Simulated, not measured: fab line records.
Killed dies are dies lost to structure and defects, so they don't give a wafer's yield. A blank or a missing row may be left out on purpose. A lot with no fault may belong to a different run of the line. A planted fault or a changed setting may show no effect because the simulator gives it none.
fab line records / flow n5-finfet
record: lots: 5 wafers: 15 last-day: 18
route steps=1938 shown BEOL_M4@1099 BEOL_M5@1112 MIM_TOP@1836 PASSIVATION@1936
lots that met no fault: from a run of the same line without faults
start-h: start of the lot's first displayed wafer, in hours after the record's first day / wait-h: time in hours since the lot's previous step / " repeats the value in the row above / L1.1+2: one row covering several wafers at once / - no value, or no start was given / * or withheld: withheld / < > ~ a bound
route shown NAME@n: NAME is a module with steps in the file, n the number in the route of the first one / usual: the fault-free wafers' mean and standard deviation / same: alike in all rows / chamber/n: place in a boat / sites: each site's reading / _std_site: their standard deviation / _edge_site: inner sites' mean taken away from outer sites' mean / radius-mm: how far each site lies from the wafer's centre / mask NAME#n: copy n / behind: the most recent tool/chamber to have shaped the wafer / hold: what put the lot on hold/how long, in hours/how the hold closed / device: the n, p or np transistor that did not switch / end of line: at the end of the route, the tests of the same wafers / where a step has no rows: the recipe by itself / killed: count of dies lost to structure and defects at first sort (not the wafer's yield) / map: shows each die of a wafer: x if killed, . if not, _ if none is there
set.NAME: the setting as run; set.NAME@STEP: as run at that earlier step / model.NAME: the simulator's own value behind a step, which no gauge read
certain route steps with their lots: each step a table, each wafer a row
services: when a tool's chamber went out of use (start-h, in hours from the record's first day, below 0 if earlier), for how many hours, and the reason
== steps ==
step: N5_BEOL_M4_ANNEAL_95
recipe: temp-c: 400 time-s: 240 ambient: vacuum
step: N5_BEOL_M4_SPUTTER_96
recipe: material: Cu target-thk-a: 45 temp-c: -20 chamber-pressure-pa: 0.07 power-w: withheld time-s: 8.29
step: N5_BEOL_M4_ECD_50
recipe: material: Cu target-thk-a: 3000
step: N5_BEOL_M4_ANNEAL_51
recipe: temp-c: 225 time-s: 90 ambient: N2
step: N5_BEOL_M4_CMP_52
recipe: stop-on: SiOC t-overpolish-s: 6.8 down-force-psi: 1 platen-rpm: 50 clearing-platen-down-force-psi: 1.5 clearing-platen-rpm: 50 post-cmp-clean: cu-alkaline target-thk-nm: 40 clearing-platen-pad-velocity-m-s: 0.99484 pad-velocity-m-s: 0.99484
step: N5_BEOL_M4_PRE_CLEAN_60
recipe: gas: NH3/H2 time-s: 15 temp-c: * rf-power-w: 300
step: N5_BEOL_M4_CO_CAP_55
recipe: material: Co target-thk-a: 20 temp-c: 200 precursor: CCTBA/H2 pressure-torr: 30 time-s: 102.1
step: N5_BEOL_M4_PRE_CLEAN_56
recipe: gas: NH3 time-s: 15 temp-c: withheld rf-power-w: 300
step: N5_BEOL_M4_DEP_57
recipe: material: SiCN target-thk-a: 80 temp-c: withheld precursor: 3MS/NH3 pressure-torr: 3 rf-w: 202 time-s: 14
step: N5_BEOL_M4_RC_MEAS_101
usual: DIBL_N: 35.9/1.8 DIBL_P: 36.2/2 IOFF_N: 0.16/0.031 IOFF_P: 0.22/0.041 ION_N: 676/11 ION_P: 465/8.5 SS_N: 71.4/0.64 SS_P: 73.2/0.7 VT_N: 250/3.5 VT_P: -250/3.9
lot.wafer=L339.1 tool=prober-02 chamber=0 start-h=188.71 wait-h=0.0 DIBL_N[mV/V]=34.4 DIBL_P[mV/V]=35.2 IOFF_N[nA/um]=0.13 IOFF_P[nA/um]=0.18 ION_N[uA/um]=674 ION_P[uA/um]=464 SS_N[mV/dec]=71.2 SS_P[mV/dec]=72.7 VT_N[mV]=254 VT_P[mV]=-251
lot.wafer=L339.2 tool=prober-02 chamber=0 start-h=188.71 wait-h=0.0 DIBL_N[mV/V]=30.5 DIBL_P[mV/V]=31.1 IOFF_N[nA/um]=0.08 IOFF_P[nA/um]=0.13 ION_N[uA/um]=646 ION_P[uA/um]=454 SS_N[mV/dec]=70.4 SS_P[mV/dec]=71.8 VT_N[mV]=260 VT_P[mV]=-251
lot.wafer=L339.4 tool=prober-02 chamber=0 start-h=188.71 wait-h=0.0 DIBL_N[mV/V]=35.5 DIBL_P[mV/V]=37.5 IOFF_N[nA/um]=0.16 IOFF_P[nA/um]=0.21 ION_N[uA/um]=665 ION_P[uA/um]=466 SS_N[mV/dec]=71.9 SS_P[mV/dec]=74.1 VT_N[mV]=251 VT_P[mV]=-247
lot.wafer=L340.1 tool=prober-01 chamber=0 start-h=195.02 wait-h=0.0 DIBL_N[mV/V]=36.9 DIBL_P[mV/V]=37.6 IOFF_N[nA/um]=0.16 IOFF_P[nA/um]=0.27 ION_N[uA/um]=672 ION_P[uA/um]=468 SS_N[mV/dec]=71.9 SS_P[mV/dec]=73.8 VT_N[mV]=248 VT_P[mV]=-248
lot.wafer=L340.3 tool=prober-01 chamber=0 start-h=195.02 wait-h=0.0 DIBL_N[mV/V]=37.8 DIBL_P[mV/V]=38.1 IOFF_N[nA/um]=0.20 IOFF_P[nA/um]=0.29 ION_N[uA/um]=701 ION_P[uA/um]=481 SS_N[mV/dec]=72.3 SS_P[mV/dec]=73.7 VT_N[mV]=243 VT_P[mV]=-244
lot.wafer=L340.5 tool=prober-01 chamber=0 start-h=195.02 wait-h=0.0 DIBL_N[mV/V]=38.0 DIBL_P[mV/V]=38.6 IOFF_N[nA/um]=0.19 IOFF_P[nA/um]=0.29 ION_N[uA/um]=674 ION_P[uA/um]=470 SS_N[mV/dec]=72.0 SS_P[mV/dec]=73.2 VT_N[mV]=246 VT_P[mV]=-242
lot.wafer=L342.2 tool=prober-02 chamber=0 start-h=203.33 wait-h=0.2 DIBL_N[mV/V]=37.4 DIBL_P[mV/V]=37.0 IOFF_N[nA/um]=0.16 IOFF_P[nA/um]=0.19 ION_N[uA/um]=670 ION_P[uA/um]=455 SS_N[mV/dec]=71.0 SS_P[mV/dec]=73.2 VT_N[mV]=250 VT_P[mV]=-253
lot.wafer=L342.4 tool=prober-02 chamber=0 start-h=203.33 wait-h=0.2 DIBL_N[mV/V]=33.1 DIBL_P[mV/V]=32.1 IOFF_N[nA/um]=0.10 IOFF_P[nA/um]=0.13 ION_N[uA/um]=662 ION_P[uA/um]=455 SS_N[mV/dec]=69.5 SS_P[mV/dec]=72.3 VT_N[mV]=256 VT_P[mV]=-258
lot.wafer=L342.6 tool=prober-02 chamber=0 start-h=203.33 wait-h=0.2 DIBL_N[mV/V]=36.3 DIBL_P[mV/V]=36.7 IOFF_N[nA/um]=0.15 IOFF_P[nA/um]=0.19 ION_N[uA/um]=675 ION_P[uA/um]=463 SS_N[mV/dec]=71.3 SS_P[mV/dec]=73.1 VT_N[mV]=252 VT_P[mV]=-254
lot.wafer=L346.3 tool=prober-01 chamber=0 start-h=238.61 wait-h=0.3 DIBL_N[mV/V]=38.1 DIBL_P[mV/V]=39.1 IOFF_N[nA/um]=0.19 IOFF_P[nA/um]=0.25 ION_N[uA/um]=696 ION_P[uA/um]=480 SS_N[mV/dec]=72.8 SS_P[mV/dec]=73.9 VT_N[mV]=247 VT_P[mV]=-248
lot.wafer=L346.5 tool=prober-01 chamber=0 start-h=238.61 wait-h=0.3 DIBL_N[mV/V]=37.9 DIBL_P[mV/V]=38.7 IOFF_N[nA/um]=0.17 IOFF_P[nA/um]=0.24 ION_N[uA/um]=683 ION_P[uA/um]=469 SS_N[mV/dec]=71.5 SS_P[mV/dec]=73.7 VT_N[mV]=247 VT_P[mV]=-252
lot.wafer=L346.6 tool=prober-01 chamber=0 start-h=238.61 wait-h=0.3 DIBL_N[mV/V]=37.4 DIBL_P[mV/V]=37.7 IOFF_N[nA/um]=0.16 IOFF_P[nA/um]=0.22 ION_N[uA/um]=686 ION_P[uA/um]=466 SS_N[mV/dec]=72.1 SS_P[mV/dec]=73.1 VT_N[mV]=248 VT_P[mV]=-247
lot.wafer=L359.2 tool=prober-02 chamber=0 start-h=321.27 wait-h=0.2 DIBL_N[mV/V]=38.6 DIBL_P[mV/V]=38.9 IOFF_N[nA/um]=0.17 IOFF_P[nA/um]=0.19 ION_N[uA/um]=665 ION_P[uA/um]=449 SS_N[mV/dec]=71.3 SS_P[mV/dec]=73.4 VT_N[mV]=251 VT_P[mV]=-254
lot.wafer=L359.4 tool=prober-02 chamber=0 start-h=321.27 wait-h=0.2 DIBL_N[mV/V]=34.5 DIBL_P[mV/V]=34.8 IOFF_N[nA/um]=0.11 IOFF_P[nA/um]=0.14 ION_N[uA/um]=645 ION_P[uA/um]=443 SS_N[mV/dec]=70.4 SS_P[mV/dec]=72.2 VT_N[mV]=254 VT_P[mV]=-258
lot.wafer=L359.6 tool=prober-02 chamber=0 start-h=321.27 wait-h=0.2 DIBL_N[mV/V]=32.4 DIBL_P[mV/V]=31.9 IOFF_N[nA/um]=0.09 IOFF_P[nA/um]=0.12 ION_N[uA/um]=651 ION_P[uA/um]=448 SS_N[mV/dec]=70.3 SS_P[mV/dec]=71.7 VT_N[mV]=259 VT_P[mV]=-260
step: N5_BEOL_M5_ILD_DEP_00
recipe: material: SiCOH_lowk target-thk-a: 1406.4 temp-c: 300 precursor: DEMS/porogen pressure-torr: 5 rf-w: 500 time-s: 25.9
step: N5_BEOL_M5_CURE_79
recipe: temp-c: 385 time-s: 240 ambient: He/Ar material: SiCOH_lowk
step: N5_BEOL_M5_PECVD_70
recipe: material: SiO2 target-thk-a: 160 temp-c: 400 precursor: TEOS/O2 pressure-torr: 5.5 rf-w: 450 teos-flow-sccm: 53.8 gas: O2 flow-sccm: 3000 time-s: 18
step: N5_BEOL_M5_HM_DEP_02
recipe: material: TiN target-thk-a: 200 temp-c: 25 chamber-pressure-pa: 0.49996
step: N5_BEOL_M5_COAT_59
recipe: resist: SOC temp-c: 250 time-s: 60 spin-rpm: 1500 resist-thk-nm: 60
step: N5_BEOL_M5_COAT_60
recipe: resist: SiARC temp-c: 220 time-s: 60 spin-rpm: 1500 resist-thk-nm: 12
step: N5_BEOL_M5_COAT_71
recipe: resist: underlayer temp-c: 205 time-s: 60 spin-rpm: 1500 resist-thk-nm: 5
step: N5_BEOL_M5_COAT_05
recipe: resist: CAR-EUV spin-rpm: 1500 resist-thk-nm: 30
step: N5_BEOL_M5_EBR_07
recipe: solvent: PGMEA ebr-width-mm: 1.5
step: N5_BEOL_M5_SOFTBAKE_06
recipe: temp-c: 110 time-s: 60 resist: CAR-EUV
step: N5_BEOL_M5_EXPOSE_08
recipe: mask-id: M5 na: 0.33 source-shape: annular sigma-inner: 0.4 sigma-outer: 0.8 polarization: unpolarized target-cd-nm: 28 dose-mj: 35.75
step: N5_BEOL_M5_PEB_09
recipe: peb-temp-c: 100 peb-time-s: 60 resist: CAR-EUV
step: N5_BEOL_M5_DEVELOP_10
recipe: develop-time-s: 30 developer: TMAH resist: CAR-EUV rinse-liquid: surfactant-rinse dry: air-spin dev-temp-c: 23
step: N5_BEOL_M5_DESCUM_16
recipe: chemistry: O2 time-s: 7 source-power-w: 50 bias-power-w: 20 pressure-mtorr: 20 rf-frequency-hz: 2.712e+07 temp-c: 40 resist: CAR-EUV o2-flow-sccm: 225
step: N5_BEOL_M5_ETCH_72
recipe: chemistry: N2/H2 target: underlayer target-depth-a: 65 mask-material: CAR-EUV time-s: 5.2 ion-energy-ev: 200 pressure-mtorr: 30 source-w: 840 bias-w: 150 n2-flow-sccm: 200 h2-flow-sccm: 200 ends: cleared
step: N5_BEOL_M5_ETCH_61
recipe: chemistry: CF4 target: SiARC target-depth-a: 156 mask-material: CAR-EUV time-s: 26 ion-energy-ev: 80 pressure-mtorr: 40 source-w: 545 bias-w: 36 Ar_flow_sccm: 100 cf4-flow-sccm: 100 ends: cleared
step: N5_BEOL_M5_ETCH_62
recipe: chemistry: N2/H2 target: SOC target-depth-a: 750 overetch-a: 150 mask-material: SiARC temp-c: 40 time-s: 112.5 ion-energy-ev: 200 pressure-mtorr: 30 source-w: 840 bias-w: 150 n2-flow-sccm: 200 h2-flow-sccm: 200
step: N5_BEOL_M5_STRIP_63
recipe: chemistry: N2/H2 temp-c: 40 n2-flow-sccm: 200 h2-flow-sccm: 200 rf-frequency-hz: 6e+07
step: N5_BEOL_M5_STRIP_73
recipe: chemistry: N2/H2 temp-c: 40 n2-flow-sccm: 200 h2-flow-sccm: 200 rf-frequency-hz: 6e+07
step: N5_BEOL_M5_STRIP_64
recipe: chemistry: CF4 resist: SiARC power-w: 300 bias-power-w: 75 pressure-mtorr: 50 cf4-flow-sccm: 150 rf-frequency-hz: 6e+07
step: N5_BEOL_M5_HM_OPEN_17
recipe: chemistry: Cl2/BCl3 target-depth-a: 200 overetch-a: 60 target: TiN mask-material: SOC ion-energy-ev: 150 pressure-mtorr: 10 icp-w: 1000 bias-w: 126 Cl2_flow_sccm: 53.25 bcl3-flow-sccm: 21.75 Ar_flow_sccm: 25
step: N5_BEOL_M5_STRIP_19
recipe: chemistry: O2 power-w: 400 temp-c: 40 pressure-mtorr: 30 rf-frequency-hz: 6e+07 bias-power-w: 0 overash-fraction: 0.2 o2-flow-sccm: 225
step: N5_BEOL_M5_COAT_65
recipe: resist: SOC temp-c: 250 time-s: 60 spin-rpm: 1500 resist-thk-nm: 60
step: N5_BEOL_M5_COAT_66
recipe: resist: SiARC temp-c: 220 time-s: 60 spin-rpm: 1500 resist-thk-nm: 12
step: N5_MIM_TOP_ALD_02
recipe: material: Al2O3 target-thk-a: * temp-c: withheld ald-precursor-family: TMA ald-co-reactant: O3 pulse-time-s: withheld purge-time-s: 3 co-reactant-purge-time-s: withheld co-reactant-pulse-time-s: 3 ald-cycles: withheld
usual: precursor-pulse-height-rel: 0.999/0.021
lot.wafer=L339.1 tool=ald-hk-03 chamber=1 start-h=290 wait-h=- precursor-pulse-height-rel=-
lot.wafer=L339.2 tool=ald-hk-03 chamber=0 start-h=290 wait-h=- precursor-pulse-height-rel=-
lot.wafer=L339.4 tool=ald-hk-03 chamber=2 start-h=290 wait-h=- precursor-pulse-height-rel=-
lot.wafer=L340.1 tool=ald-hk-01 chamber=0 start-h=294 wait-h=- precursor-pulse-height-rel=-
lot.wafer=L340.3 tool=ald-hk-01 chamber=1 start-h=294 wait-h=- precursor-pulse-height-rel=-
lot.wafer=L340.5 tool=ald-hk-01 chamber=2 start-h=294 wait-h=- precursor-pulse-height-rel=-
lot.wafer=L342.2 tool=ald-hk-01 chamber=3 start-h=303 wait-h=- precursor-pulse-height-rel=-
lot.wafer=L342.4 tool=ald-hk-01 chamber=0 start-h=303 wait-h=- precursor-pulse-height-rel=-
lot.wafer=L342.6 tool=ald-hk-01 chamber=2 start-h=303 wait-h=- precursor-pulse-height-rel=-
lot.wafer=L346.3 tool=ald-hk-02 chamber=3 start-h=335 wait-h=- precursor-pulse-height-rel=0.958
lot.wafer=L346.5 tool=ald-hk-02 chamber=3 start-h=335 wait-h=- precursor-pulse-height-rel=0.949
lot.wafer=L346.6 tool=ald-hk-02 chamber=0 start-h=335 wait-h=- precursor-pulse-height-rel=1.016
lot.wafer=L359.2 tool=ald-hk-03 chamber=3 start-h=418 wait-h=- precursor-pulse-height-rel=1.019
lot.wafer=L359.4 tool=ald-hk-03 chamber=1 start-h=418 wait-h=- precursor-pulse-height-rel=1.024
lot.wafer=L359.6 tool=ald-hk-03 chamber=1 start-h=418 wait-h=- precursor-pulse-height-rel=1.009
step: N5_PASSIVATION_PROBE_49
usual: defect-limited-yield: 91.3/1.3 killed_at_M0_to_M3: 35/9.3 killed_at_M4_up: 14/5.2 killed-at-contacts: 12/5.9 killed-at-front-end: 38/11 killed-at-other: 4/3.7 killed-dies: 103/15 killed-on-rim: 14/4 killed-open: 67/12 killed-short: 34/8 sort_bin_5_function: 5.1/0.88 sort_bin_6_memory: 3.3/0.65 sort_bin_8_speed: 0.00/0.03 sort-n-pass: 1077/15 sort-yield-pct: 91.3/1.3
same: gross-dies: 1180 killed-at-back-side: 0 sort_bin_4_leakage[%]: 0
lot.wafer=L339.1 tool=prober-02 chamber=- start-h=302.61 wait-h=0.0 defect-limited-yield[%]=86.2 killed_at_M0_to_M3=45 killed_at_M4_up=14 killed-at-contacts=23 killed-at-front-end=31 killed-at-other=50 killed-dies=163 killed-on-rim=16 killed-open=76 killed-short=37 sort_bin_5_function[%]=9.6 sort_bin_6_memory[%]=3.8 sort_bin_8_speed[%]=0 sort-n-pass=1017 sort-yield-pct[%]=86.2
lot.wafer=L339.2 tool=prober-02 chamber=- start-h=302.66 wait-h=0.1 defect-limited-yield[%]=86.1 killed_at_M0_to_M3=38 killed_at_M4_up=12 killed-at-contacts=11 killed-at-front-end=49 killed-at-other=54 killed-dies=164 killed-on-rim=16 killed-open=67 killed-short=41 sort_bin_5_function[%]=10.2 sort_bin_6_memory[%]=3.4 sort_bin_8_speed[%]=0.34 sort-n-pass=1012 sort-yield-pct[%]=85.8
lot.wafer=L339.4 tool=prober-02 chamber=- start-h=302.76 wait-h=0.2 defect-limited-yield[%]=86.9 killed_at_M0_to_M3=29 killed_at_M4_up=23 killed-at-contacts=6 killed-at-front-end=44 killed-at-other=52 killed-dies=154 killed-on-rim=38 killed-open=67 killed-short=32 sort_bin_5_function[%]=9.3 sort_bin_6_memory[%]=3.4 sort_bin_8_speed[%]=0 sort-n-pass=1026 sort-yield-pct[%]=86.9
lot.wafer=L340.1 tool=prober-01 chamber=- start-h=309.44 wait-h=0.0 defect-limited-yield[%]=87.5 killed_at_M0_to_M3=41 killed_at_M4_up=18 killed-at-contacts=13 killed-at-front-end=25 killed-at-other=50 killed-dies=147 killed-on-rim=38 killed-open=63 killed-short=35 sort_bin_5_function[%]=9.6 sort_bin_6_memory[%]=2.7 sort_bin_8_speed[%]=0 sort-n-pass=1033 sort-yield-pct[%]=87.5
lot.wafer=L340.3 tool=prober-01 chamber=- start-h=309.54 wait-h=0.1 defect-limited-yield[%]=86.1 killed_at_M0_to_M3=44 killed_at_M4_up=18 killed-at-contacts=13 killed-at-front-end=32 killed-at-other=57 killed-dies=164 killed-on-rim=11 killed-open=73 killed-short=33 sort_bin_5_function[%]=9.7 sort_bin_6_memory[%]=4.1 sort_bin_8_speed[%]=0 sort-n-pass=1016 sort-yield-pct[%]=86.1
lot.wafer=L340.5 tool=prober-01 chamber=- start-h=309.64 wait-h=0.2 defect-limited-yield[%]=87.0 killed_at_M0_to_M3=37 killed_at_M4_up=12 killed-at-contacts=7 killed-at-front-end=32 killed-at-other=65 killed-dies=153 killed-on-rim=14 killed-open=67 killed-short=21 sort_bin_5_function[%]=9.6 sort_bin_6_memory[%]=3.3 sort_bin_8_speed[%]=0 sort-n-pass=1027 sort-yield-pct[%]=87.0
lot.wafer=L342.2 tool=prober-02 chamber=- start-h=315.47 wait-h=0.1 defect-limited-yield[%]=83.6 killed_at_M0_to_M3=50 killed_at_M4_up=17 killed-at-contacts=19 killed-at-front-end=45 killed-at-other=62 killed-dies=193 killed-on-rim=52 killed-open=92 killed-short=41 sort_bin_5_function[%]=11.6 sort_bin_6_memory[%]=4.5 sort_bin_8_speed[%]=0 sort-n-pass=987 sort-yield-pct[%]=83.6
lot.wafer=L342.4 tool=prober-02 chamber=- start-h=315.57 wait-h=0.2 defect-limited-yield[%]=86.0 killed_at_M0_to_M3=48 killed_at_M4_up=11 killed-at-contacts=16 killed-at-front-end=33 killed-at-other=57 killed-dies=165 killed-on-rim=45 killed-open=74 killed-short=32 sort_bin_5_function[%]=10.3 sort_bin_6_memory[%]=3.3 sort_bin_8_speed[%]=0 sort-n-pass=1015 sort-yield-pct[%]=86.0
lot.wafer=L342.6 tool=prober-02 chamber=- start-h=315.67 wait-h=0.3 defect-limited-yield[%]=87.5 killed_at_M0_to_M3=30 killed_at_M4_up=28 killed-at-contacts=13 killed-at-front-end=28 killed-at-other=49 killed-dies=148 killed-on-rim=15 killed-open=75 killed-short=23 sort_bin_5_function[%]=9.6 sort_bin_6_memory[%]=2.6 sort_bin_8_speed[%]=0 sort-n-pass=1032 sort-yield-pct[%]=87.5
lot.wafer=L346.3 tool=prober-02 chamber=- start-h=348.20 wait-h=0.1 defect-limited-yield[%]=89.3 killed_at_M0_to_M3=20 killed_at_M4_up=11 killed-at-contacts=24 killed-at-front-end=54 killed-at-other=17 killed-dies=126 killed-on-rim=13 killed-open=71 killed-short=50 sort_bin_5_function[%]=5.8 sort_bin_6_memory[%]=4.3 sort_bin_8_speed[%]=0 sort-n-pass=1054 sort-yield-pct[%]=89.3
lot.wafer=L346.5 tool=prober-02 chamber=- start-h=348.30 wait-h=0.2 defect-limited-yield[%]=92.7 killed_at_M0_to_M3=18 killed_at_M4_up=15 killed-at-contacts=11 killed-at-front-end=33 killed-at-other=9 killed-dies=86 killed-on-rim=16 killed-open=61 killed-short=20 sort_bin_5_function[%]=3.5 sort_bin_6_memory[%]=3.1 sort_bin_8_speed[%]=0 sort-n-pass=1094 sort-yield-pct[%]=92.7
lot.wafer=L346.6 tool=prober-02 chamber=- start-h=348.35 wait-h=0.3 defect-limited-yield[%]=90.7 killed_at_M0_to_M3=25 killed_at_M4_up=8 killed-at-contacts=20 killed-at-front-end=45 killed-at-other=12 killed-dies=110 killed-on-rim=21 killed-open=65 killed-short=44 sort_bin_5_function[%]=4.6 sort_bin_6_memory[%]=4.7 sort_bin_8_speed[%]=0 sort-n-pass=1070 sort-yield-pct[%]=90.7
killed by level:class
L339.1 MIM_TOP:area-ald=50 MOL_CONTACT_COAG:geometric-particle:open=21 FIN_SAQP:geometric-particle:short=9 BEOL_M1:geometric-particle:open=8 BEOL_M2:geometric-particle:open=8 BEOL_M3:geometric-particle:open=8 FIN_SAQP:geometric-particle:open=7 DUMMY_GATE:geometric-particle:open=7
L339.2 MIM_TOP:area-ald=54 BEOL_M3:geometric-particle:open=9 FIN_SAQP:geometric-particle:short=8 DUMMY_GATE:geometric-particle:open=8 MOL_CONTACT_COAG:geometric-particle:open=8 STI_FIN_REVEAL:geometric-particle:open=7 FIN_SAQP:geometric-particle:open=6 GATE_CUT:geometric-particle:short=6
L339.4 MIM_TOP:area-ald=52 BEOL_M4:geometric-particle:open=12 FIN_SAQP:geometric-particle:short=9 BEOL_M2:geometric-particle:open=9 FIN_SAQP:geometric-particle:open=8 BEOL_M1:geometric-particle:open=6 GATE_CUT:geometric-particle:open=5 MOL_CONTACT_COAG:geometric-particle:open=5
L340.1 MIM_TOP:area-ald=49 FIN_SAQP:geometric-particle:open=11 MOL_CONTACT_COAG:geometric-particle:open=9 BEOL_M0_SAQP:geometric-particle:open=8 BEOL_M1:geometric-particle:open=8 BEOL_M3:geometric-particle:open=8 BEOL_M4:geometric-particle:open=8 BEOL_M0_SAQP:geometric-particle:short=7
L340.3 MIM_TOP:area-ald=57 FIN_SAQP:geometric-particle:open=11 BEOL_M4:geometric-particle:open=11 MOL_CONTACT_COAG:geometric-particle:open=10 BEOL_M0_SAQP:geometric-particle:open=9 BEOL_M0_SAQP:geometric-particle:short=8 BEOL_M3:geometric-particle:open=8 BEOL_M2:geometric-particle:open=7
L340.5 MIM_TOP:area-ald=64 FIN_SAQP:geometric-particle:open=13 BEOL_M3:geometric-particle:open=8 BEOL_M0_SAQP:geometric-particle:open=8 STI_FIN_REVEAL:geometric-particle:open=6 BEOL_M2:geometric-particle:open=6 FIN_SAQP:geometric-particle:short=5 MOL_CONTACT_COAG:geometric-particle:open=5
L342.2 MIM_TOP:area-ald=59 MOL_CONTACT_COAG:geometric-particle:open=16 FIN_SAQP:geometric-particle:open=12 BEOL_M2:geometric-particle:open=11 BEOL_M0_SAQP:geometric-particle:open=10 FIN_SAQP:geometric-particle:short=8 BEOL_M0_SAQP:geometric-particle:short=8 STARTING-WAFER:geometric-particle:short=7
L342.4 MIM_TOP:area-ald=57 MOL_CONTACT_COAG:geometric-particle:open=11 BEOL_M0_SAQP:geometric-particle:short=9 BEOL_M2:geometric-particle:open=9 BEOL_M3:geometric-particle:open=9 FIN_SAQP:geometric-particle:open=6 STI_FIN_REVEAL:geometric-particle:open=6 BEOL_M0_SAQP:geometric-particle:open=6
L342.6 MIM_TOP:area-ald=49 MOL_CONTACT_COAG:geometric-particle:open=10 BEOL_M4:geometric-particle:open=9 BEOL_M3:geometric-particle:open=8 FIN_SAQP:geometric-particle:open=7 BEOL_M0_SAQP:geometric-particle:short=7 BEOL_M5:geometric-particle:open=6 STI_FIN_REVEAL:geometric-particle:open=5
L346.3 MOL_CONTACT_COAG:geometric-particle:open=19 FIN_SAQP:geometric-particle:short=14 STI_FIN_REVEAL:geometric-particle:open=10 BEOL_M0_SAQP:geometric-particle:short=10 FIN_SAQP:geometric-particle:open=8 MIM_TOP_ETCH:geometric-particle:open=7 STARTING-WAFER:geometric-particle:short=7 GATE_CUT:geometric-particle:short=5
L346.5 STI_FIN_REVEAL:geometric-particle:open=13 MOL_CONTACT_COAG:geometric-particle:open=10 BEOL_M3:geometric-particle:open=6 BEOL_M4:geometric-particle:open=6 BEOL_M5:geometric-particle:open=5 BEOL_M2:geometric-particle:open=4 BEOL_M0_SAQP:geometric-particle:short=4 FIN_SAQP:geometric-particle:short=3
L346.6 MOL_CONTACT_COAG:geometric-particle:open=16 FIN_SAQP:geometric-particle:short=10 FIN_SAQP:geometric-particle:open=8 STI_FIN_REVEAL:geometric-particle:open=8 BEOL_M3:geometric-particle:open=7 BEOL_M0_SAQP:geometric-particle:short=6 MIM_TOP_ETCH:geometric-particle:short=6 GATE_CUT:geometric-particle:short=5
map L339.2 (x killed, . not)
_________________..x....x....________________
______________........x........._____________
___________........................__________
__________.....x..................x._________
________...................x.........._______
_______..x...x...x..................x..______
______.................................._____
_____...x....x.....................x...x.____
____.....x......xx..x..........x..x...x...___
___.....x......x.....x....x..x.xx..........__
___...x...xxx....xx.......x.x.......x...x..__
__.x...x........x..x..............x........._
__.......................x....x..........x.._
_................x....x.xxx..........x.......
_.................x....xx.xx.................
_......xx.x...x...xx.x...x.xx........x....x..
_.......x..x....x...x...x.....xx.x...........
_x.......x......x.x..x.......x....x........x.
_...............xx.xx...........xx...........
_.....xx..x..x............x..x...x........xxx
_.......x..x....x............x........x....x.
__..x.....x....xxx............x.x......x...x_
__...........x.x.x..x.x..x..x....x.........._
___..........x.......xx....x.x.........x..x__
___.............x.....x..................x.__
____........x........x.................x..___
_____.x.x.....x....x...x...xx..xx........____
______....x...x.............x.......x.x._____
_______........x.x..................x..______
________.........x.............x......_______
__________.....................x..x._________
___________...xx.........x......x..__________
______________.........x.x......_____________
_________________............________________
map L340.3 (x killed, . not)
_________________.........x..________________
______________.................._____________
___________.....x..................__________
__________............x............._________
________........................x....._______
_______x.....x.x.......................______
______....x......x...x........x....x...._____
_____.......x....x.....x..x......x.......____
____........x.............x...x......x....___
___...................x...........x........__
___..x.x.x.x..x....xx....x...x..x..........__
__....x...x...x................x...x........_
__.x.x...............x..x...x...x........x.._
_x...........x..x.........x....x....x...x....
_...x.......x..........x.....x...............
_......x....xx...xxx......x......x...........
_........x..x.....x.xx...x..x........x.......
_...........xx...x.........x.x...............
_.x.x.......x.xxx.x.xx........x..x...........
_....x.....x..x.....xx.x..xx.........x.......
_........x..x......x...............x.........
__...........x.x......x..x.......x.......x.._
__x.......x.....xx.x.x...x...x...x.........x_
___.....x....x....x....x.x.x..........x....__
___......x......x...xx.....................__
____.x.......xx.x............xx...x.....x.___
_____.x.x..x.xx..........................____
______.x....x...x......................._____
_______....x.x.......x..........x...x..______
________.........x.x.x..x............._______
__________...x...x........x........._________
___________....x...x..x.....x......__________
______________x.x.x........x...._____________
_________________............________________
== services ==
tool=ald-hk-02 chamber=- start-h=300.51 hours=8.7 kind=pm
tool=ald-hk-03 chamber=- start-h=324.71 hours=0.8 kind=repair
tool=ald-hk-01 chamber=- start-h=336.89 hours=8.7 kind=pm
tool=ald-hk-03 chamber=- start-h=370.86 hours=8.7 kind=pm
tool=ald-hk-02 chamber=- start-h=391.50 hours=2.8 kind=pm
tool=ald-hk-02 chamber=- start-h=411.88 hours=0.8 kind=repair
== key ==
first-sign: step: N5_MIM_TOP_ALD_02 reading: tool-record direction: missing
effect: step: N5_PASSIVATION_PROBE_49 reading: killed-at-other direction: up sigmas: 14 usual: 4 struck: 55
more-kills-born-at: N5_MIM_TOP_ALD_02@ald-hk-01: 332 N5_MIM_TOP_ALD_02@ald-hk-03: 156
met-at N5_MIM_TOP_ALD_02
struck-wafers L339.1,L339.2,L339.4,L340.1,L340.3,L340.5,L342.2,L342.4,L342.6
fault: kind: skipped-step-whole tool: ald-hk-01,ald-hk-03 chamber: - onset-h: 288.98 steps: N5_MIM_TOP_ALD_02 scope: struck-lots-only
